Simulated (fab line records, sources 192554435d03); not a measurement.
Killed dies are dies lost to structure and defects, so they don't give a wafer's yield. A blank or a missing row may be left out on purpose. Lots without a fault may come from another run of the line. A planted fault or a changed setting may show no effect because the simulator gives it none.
Chamber matching | flow n5_finfet | N5_BEOL_M6_STRIP_67 on rie_diel-06: 4 sister chambers
The step strips in CF4. 14 wafers are shown with their chamber, then 7 later ones without.

WAFERS WITH THEIR CHAMBER
wafer  | chamber | drypump_motor_current_A (A) | oes_product_au (a.u.) | showerhead_plenum_p_Torr (Torr)
L075.2 | 1       | 5.7                         | 0.82                  | 1.81
L075.3 | 3       | 5.9                         | 0.74                  | 1.79
L075.4 | 2       | 5.1                         | 0.72                  | 1.87
L077.1 | 1       | 5.7                         | 0.82                  | 1.81
L077.2 | 3       | 5.9                         | 0.74                  | 1.78
L077.5 | 3       | 5.9                         | 0.74                  | 1.78
L082.1 | 2       | 5.1                         | 0.72                  | 1.86
L082.3 | 3       | 5.9                         | 0.74                  | 1.78
L082.4 | 0       | 6.0                         | 0.72                  | 1.78
L080.3 | 0       | 6.0                         | 0.72                  | 1.78
L080.5 | 3       | 5.9                         | 0.73                  | 1.78
L080.6 | 2       | 5.0                         | 0.72                  | 1.86
L083.1 | 3       | 5.9                         | 0.74                  | 1.78
L083.4 | 1       | 5.7                         | 0.81                  | 1.81

SIGNATURES (means of the wafers above)
reading                  | chamber 0 | chamber 1 | chamber 2 | chamber 3 | scatter within a chamber
drypump_motor_current_A  | 6.000     | 5.700     | 5.067     | 5.900     | 0.0258
oes_product_au           | 0.7200    | 0.8167    | 0.7200    | 0.7383    | 0.00387
showerhead_plenum_p_Torr | 1.7800    | 1.8100    | 1.8633    | 1.7817    | 0.00387
Rule: a wafer's distance from a chamber is the root of the sum, over the readings, of the square of ((its reading less the chamber's mean) divided by the reading's scatter). The wafer belongs to the nearest chamber; if the next one is less than 2 further off, it can't be placed. The scatter: the root of (the sum of the squares of (reading less its chamber's mean) over the shown wafers, divided by (wafers less chambers)).

WAFERS WITHOUT THEIR CHAMBER
wafer  | drypump_motor_current_A (A) | oes_product_au (a.u.) | showerhead_plenum_p_Torr (Torr)
L083.6 | 5.7                         | 0.82                  | 1.81
L087.2 | 5.9                         | 0.72                  | 1.78
L087.3 | 5.9                         | 0.73                  | 1.78
L087.5 | 5.9                         | 0.71                  | 1.78
L089.2 | 5.1                         | 0.71                  | 1.85
L089.4 | 5.9                         | 0.73                  | 1.78
L089.5 | 5.9                         | 0.71                  | 1.77

WHICH CHAMBER EACH WENT THROUGH
wafer  | from the rows above     | in truth
L083.6 | 1                       | 1
L087.2 | can't be placed: 0 or 3 | 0
L087.3 | 3                       | 3
L087.5 | 0                       | 0
L089.2 | 2                       | 2
L089.4 | 3                       | 3
L089.5 | 0                       | 0
Placed correctly: 6 of 7. Can't be placed from these rows: 1 (the true chamber is among the candidates in 1). Placed wrongly: 0.
